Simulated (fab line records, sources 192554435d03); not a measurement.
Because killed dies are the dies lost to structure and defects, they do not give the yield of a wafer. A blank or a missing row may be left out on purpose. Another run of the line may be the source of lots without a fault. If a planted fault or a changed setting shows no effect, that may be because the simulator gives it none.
Chamber matching + flow n5_finfet + N5_BEOL_M8_CURE_75 on uv_cure-01: 3 sister chambers
The step cures SiCOH lowk, time 120 s. 3 wafers are shown with their chamber, then 9 later ones without.

WAFERS, EACH WITH ITS CHAMBER
| wafer  | chamber | wafer_temp_C_max |
|--------|---------|------------------|
| L086.4 | 0       | 370.9            |
| L088.5 | 2       | 371.1            |
| L091.4 | 1       | 372.0            |

WAFERS MISSING THEIR CHAMBER
| wafer  | wafer_temp_C_max |
|--------|------------------|
| L092.4 | 371.4            |
| L092.5 | 371.3            |
| L092.6 | 371.3            |
| L096.1 | 371.1            |
| L096.5 | 371.0            |
| L096.6 | 371.5            |
| L097.1 | 371.0            |
| L097.3 | 371.2            |
| L097.5 | 371.1            |

THE CHAMBER EACH PASSED THROUGH
| wafer  | from the rows above          | in truth |
|--------|------------------------------|----------|
| L092.4 | can't be placed: 2 or 0 or 1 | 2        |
| L092.5 | can't be placed: 2 or 0      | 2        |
| L092.6 | can't be placed: 2 or 0      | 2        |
| L096.1 | can't be placed: 2 or 0      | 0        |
| L096.5 | can't be placed: 0 or 2      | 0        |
| L096.6 | can't be placed: 2 or 1 or 0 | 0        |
| L097.1 | can't be placed: 0 or 2      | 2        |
| L097.3 | can't be placed: 2 or 0      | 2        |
| L097.5 | can't be placed: 2 or 0      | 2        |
Correct placement for 0 of the 9. From these rows, 9 cannot be placed; in 9 the true chamber is one of the candidates. Number placed wrongly: 0.
How it was worked out, from the rows above alone: a wafer's distance from a chamber is the root of the sum, over the readings, of the square of ((its reading less the chamber's mean) divided by the reading's scatter). The wafer belongs to the nearest chamber; if the next one is less than 2 further off, it can't be placed. The mean given for a chamber averages the wafers shown for that chamber. The scatter: with one shown wafer a chamber, the root of the mean of the squares of how far each hidden wafer lies from its nearest shown one.
